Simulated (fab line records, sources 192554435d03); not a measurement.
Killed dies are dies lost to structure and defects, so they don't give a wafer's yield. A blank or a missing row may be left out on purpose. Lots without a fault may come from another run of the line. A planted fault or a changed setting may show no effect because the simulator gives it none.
Which tool did it? | flow n5_finfet | 24 lots, 72 wafers sampled, at 3 steps of a route of 1938

WHAT THE GAUGES READ, wafer by wafer
N5_BEOL_M1_CD_MEAS_28: target cd y 23.3 nm. Usual: cd_nm 24.07 nm, standard deviation 0.27.
lot  | measured     | on        | cd_nm (nm)        | flag
L074 | day 6 05:24  | cd_sem-02 | 23.93 23.93 23.54 |
L075 | day 6 08:09  | cd_sem-02 | 24.13 24.18 24.20 |
L076 | day 6 08:55  | cd_sem-02 | 24.15 23.93 23.95 |
L077 | day 6 22:47  | cd_sem-02 | 24.12 23.56 23.70 |
L078 | day 7 00:31  | cd_sem-02 | 24.05 24.16 23.85 |
L079 | day 7 04:10  | cd_sem-02 | 23.80 23.97 24.09 |
L080 | day 7 09:48  | cd_sem-02 | 24.14 24.27 23.73 |
L081 | day 7 19:50  | cd_sem-02 | 24.44 24.06 23.82 |
L082 | day 8 01:40  | cd_sem-03 | 23.85 24.17 24.09 |
L083 | day 8 13:27  | cd_sem-03 | 24.15 24.01 23.90 |
L084 | day 8 17:00  | cd_sem-03 | 24.55 24.65 24.02 |
L085 | day 9 00:42  | cd_sem-02 | 24.21 23.85 23.74 |
L086 | day 9 08:07  | cd_sem-03 | 24.02 24.15 23.78 |
L087 | day 9 11:52  | cd_sem-01 | 24.41 24.51 23.59 |
L089 | day 10 00:36 | cd_sem-01 | 24.28 24.54 24.14 |
L088 | day 10 00:58 | cd_sem-03 | 24.04 24.36 24.44 |
L090 | day 10 01:04 | cd_sem-01 | 24.02 24.07 23.84 |
L091 | day 10 03:52 | cd_sem-03 | 24.02 24.06 23.94 |
L092 | day 10 17:17 | cd_sem-02 | 24.02 23.44 23.80 |
L094 | day 10 23:11 | cd_sem-02 | 24.56 24.28 24.15 |
L093 | day 10 23:26 | cd_sem-01 | 23.95 24.02 24.13 |
L095 | day 11 09:22 | cd_sem-02 | 24.07 23.38 23.97 |
L096 | day 11 11:48 | cd_sem-03 | 23.96 24.27 24.17 |
L097 | day 11 21:38 | cd_sem-01 | 24.24 24.26 24.36 |

N5_BEOL_M1_CD_MEAS_35: target cd 18 nm, target cd y 21 nm. Usual: cd_nm 18.0 nm, standard deviation 0.44.
lot  | measured     | on        | cd_nm (nm)     | flag
L074 | day 6 07:05  | cd_sem-02 | 17.9 17.8 17.8 |
L075 | day 6 09:40  | cd_sem-01 | 17.0 17.9 17.5 |
L076 | day 6 14:48  | cd_sem-02 | 18.4 17.6 17.8 |
L077 | day 6 23:58  | cd_sem-01 | 18.1 17.8 18.3 |
L078 | day 7 12:23  | cd_sem-02 | 18.7 18.0 18.4 |
L079 | day 7 12:45  | cd_sem-02 | 18.4 18.4 18.7 |
L080 | day 7 15:23  | cd_sem-02 | 18.5 18.1 18.4 |
L081 | day 8 00:30  | cd_sem-03 | 18.0 17.8 18.5 |
L082 | day 8 03:46  | cd_sem-01 | 17.6 17.8 17.9 |
L083 | day 8 16:05  | cd_sem-02 | 17.9 18.2 18.1 |
L084 | day 8 19:36  | cd_sem-02 | 18.2 18.4 17.8 |
L085 | day 9 02:02  | cd_sem-02 | 18.1 17.9 18.2 |
L086 | day 9 10:22  | cd_sem-01 | 18.2 18.0 17.9 |
L087 | day 9 15:29  | cd_sem-01 | 18.5 18.1 18.7 |
L089 | day 10 01:38 | cd_sem-01 | 18.3 17.8 18.2 |
L088 | day 10 02:42 | cd_sem-01 | 17.8 18.1 18.0 |
L090 | day 10 02:53 | cd_sem-01 | 17.7 17.6 17.8 |
L091 | day 10 07:49 | cd_sem-01 | 17.9 18.5 17.3 |
L092 | day 10 18:15 | cd_sem-02 | 18.2 17.4 18.6 |
L094 | day 11 05:05 | cd_sem-02 | 17.7 18.4 18.0 |
L093 | day 11 10:58 | cd_sem-03 | 17.9 17.2 18.0 |
L095 | day 11 14:52 | cd_sem-03 | 19.1 19.2 19.6 |
L096 | day 11 20:57 | cd_sem-02 | 18.2 18.0 17.2 |
L097 | day 11 23:53 | cd_sem-03 | 18.0 17.9 18.1 |

WHICH TOOL RAN EACH LOT (tool, then ch and the chambers of the sampled wafers, then the start)
lot  | N5_BEOL_M1_STRIP_36
L074 | rie_diel-02 ch 0,2,3, day 6 06:44
L075 | rie_diel-01 ch 0,1, day 6 09:19
L076 | rie_diel-01 ch 0,3, day 6 14:27
L077 | rie_diel-01 ch 1,2, day 6 23:37
L078 | rie_diel-05 ch 0,1,3, day 7 12:02
L079 | rie_diel-05 ch 0,2, day 7 12:24
L080 | rie_diel-05 ch 1,2, day 7 15:02
L081 | rie_diel-01 ch 2,3, day 8 00:09
L082 | rie_diel-02 ch 0,2, day 8 03:21
L083 | rie_diel-02 ch 0,1,3, day 8 15:44
L084 | rie_diel-02 ch 1,3, day 8 19:10
L085 | rie_diel-01 ch 1,2, day 9 01:41
L086 | rie_diel-02 ch 0,1,3, day 9 10:01
L087 | rie_diel-01 ch 0,2, day 9 15:07
L089 | rie_diel-02 ch 2,3, day 10 01:17
L088 | rie_diel-02 ch 1,3, day 10 02:21
L090 | rie_diel-05 ch 1,3, day 10 02:32
L091 | rie_diel-05 ch 0,2,3, day 10 07:27
L092 | rie_diel-02 ch 2,3, day 10 17:55
L094 | rie_diel-02 ch 0,1,2, day 11 04:44
L093 | rie_diel-01 ch 0,1, day 11 10:37
L095 | rie_diel-01 ch 0,2,3, day 11 14:31
L096 | rie_diel-02 ch 2,3, day 11 20:36
L097 | rie_diel-02 ch 0,3, day 11 23:32
- N5_BEOL_M1_STRIP_36: strips in N2/H2.

WHAT THE TOOLS THEMSELVES READ (means of the sampled wafers that have a number; where no wafer has one, the mark that the record gives instead)
N5_BEOL_M1_STRIP_36. Usual: drypump_motor_current_A 6.0 A, standard deviation 0.31; oes_product_au 0.81 a.u., standard deviation 0.1; rf_vpp_V 59.2 V, standard deviation 1.4; showerhead_plenum_p_Torr 2.57 Torr, standard deviation 0.086; throttle_valve_pct 23.74 %, standard deviation 0.27.
lot  | tool        | drypump_motor_current_A (A) | oes_product_au (a.u.) | rf_vpp_V (V) | showerhead_plenum_p_Torr (Torr) | throttle_valve_pct (%) | flag
L074 | rie_diel-02 | 6.0                         | 0.71                  | 60.0         | 2.56                            | 24.04                  |
L075 | rie_diel-01 | 6.1                         | 0.72                  | 58.7         | 2.60                            | 23.70                  |
L076 | rie_diel-01 | 6.0                         | 0.74                  | 58.7         | 2.49                            | 23.69                  |
L077 | rie_diel-01 | 5.8                         | 0.88                  | 58.6         | 2.58                            | 23.45                  |
L078 | rie_diel-05 | 5.7                         | 0.77                  | 59.5         | 2.54                            | 23.92                  |
L079 | rie_diel-05 | 5.6                         | 0.80                  | 59.3         | 2.51                            | 23.80                  |
L080 | rie_diel-05 | 5.6                         | 0.86                  | 58.8         | 2.48                            | 23.96                  |
L081 | rie_diel-01 | 5.7                         | 0.85                  | 59.3         | 2.53                            | 23.53                  |
L082 | rie_diel-02 | 5.8                         | 0.71                  | 58.7         | 2.57                            | 23.98                  |
L083 | rie_diel-02 | 6.1                         | 0.81                  | 59.0         | 2.58                            | 23.66                  |
L084 | rie_diel-02 | 6.4                         | 0.81                  | 58.6         | 2.55                            | 23.64                  |
L085 | rie_diel-01 | 6.0                         | 0.81                  | 59.6         | 2.56                            | 23.43                  |
L086 | rie_diel-02 | 6.1                         | 0.80                  | 59.2         | 2.58                            | 23.66                  |
L087 | rie_diel-01 | 5.9                         | 0.92                  | 59.1         | 2.60                            | 23.51                  |
L089 | rie_diel-02 | 6.2                         | 0.95                  | 58.9         | 2.68                            | 23.86                  |
L088 | rie_diel-02 | 6.3                         | 0.87                  | 59.9         | 2.56                            | 23.56                  |
L090 | rie_diel-05 | 5.7                         | 0.76                  | 57.8         | 2.52                            | 24.11                  |
L091 | rie_diel-05 | 5.8                         | 0.78                  | 60.8         | 2.53                            | 23.82                  |
L092 | rie_diel-02 | 6.1                         | 0.95                  | 60.9         | 2.68                            | 23.88                  |
L094 | rie_diel-02 | 6.1                         | 0.78                  | 58.8         | 2.64                            | 23.89                  |
L093 | rie_diel-01 | 6.1                         | 0.85                  | 60.1         | 2.58                            | 23.46                  |
L095 | rie_diel-01 | 5.8                         | 0.82                  | 58.5         | 2.53                            | 23.55                  |
L096 | rie_diel-02 | 6.1                         | 0.92                  | 59.3         | 2.63                            | 23.66                  |
L097 | rie_diel-02 | 5.8                         | 0.77                  | 60.0         | 2.61                            | 23.69                  |

THE ANSWER, worked out from the rows above alone
Rule: a lot is off if the mean of its wafers that have a number lies more than 3 standard deviations from the usual mean. A lot without any number at a reading at which 4 lots or more have one is off too. The other lots that the step has rows for count as sound. The gauges are gone through in route order, then the tools' own readings, and for those a lot's mean is taken as printed above. The first step at which some lot is off is used, and at that step the reading that is off furthest; a lot without a number counts as furthest.
No lot is off at any reading shown: from this, nothing can be told.

WHAT THE SIMULATOR HAD PUT IN
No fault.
